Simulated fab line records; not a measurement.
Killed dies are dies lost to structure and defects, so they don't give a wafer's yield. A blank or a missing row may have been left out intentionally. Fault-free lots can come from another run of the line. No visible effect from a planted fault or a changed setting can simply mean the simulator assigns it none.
Matching of chambers    flow nand harc    4 sister chambers for NHARC_A_STAIRCASE_DESCUM_186 on rie diel-13
The step chemistry O2, time 3 s. 4 wafers are shown with their chamber, then 9 later ones without.

== EACH WAFER AND ITS CHAMBER ==
wafer   chamber  drypump motor current A (A)
L082.3  1        6.0
L083.5  2        5.0
L084.2  3        6.1
L084.6  0        6.1

== WAFERS WITHOUT THEIR CHAMBER ==
wafer   drypump motor current A (A)
L091.2  5.0
L091.3  6.2
L091.5  6.2
L092.3  5.0
L092.5  5.0
L092.6  6.0
L094.2  6.2
L094.3  6.0
L094.5  5.0

== WHICH CHAMBER EACH ONE RAN IN ==
wafer   from the rows above           in truth
L091.2  2                             2
L091.3  can't be placed: 0 or 3 or 1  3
L091.5  can't be placed: 0 or 3 or 1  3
L092.3  2                             2
L092.5  2                             2
L092.6  can't be placed: 1 or 0 or 3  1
L094.2  can't be placed: 0 or 3 or 1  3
L094.3  can't be placed: 1 or 0 or 3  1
L094.5  2                             2
Placed correctly: 4 of 9. These rows do not allow placing 5 (true chamber among the candidates in 5). Wrongly placed: 0.
How it was worked out, from the rows above alone: a wafer's distance from a chamber is the root of the sum, over the readings, of the square of ((its reading less the chamber's mean) divided by the reading's scatter). If the next closest chamber is less than 2 further off than the closest, the wafer can't be placed; otherwise it belongs to the closest. Each chamber's mean is taken over the wafers shown for it. The scatter: root of mean squared gap, hidden wafer to nearest shown wafer, with one shown wafer a chamber.
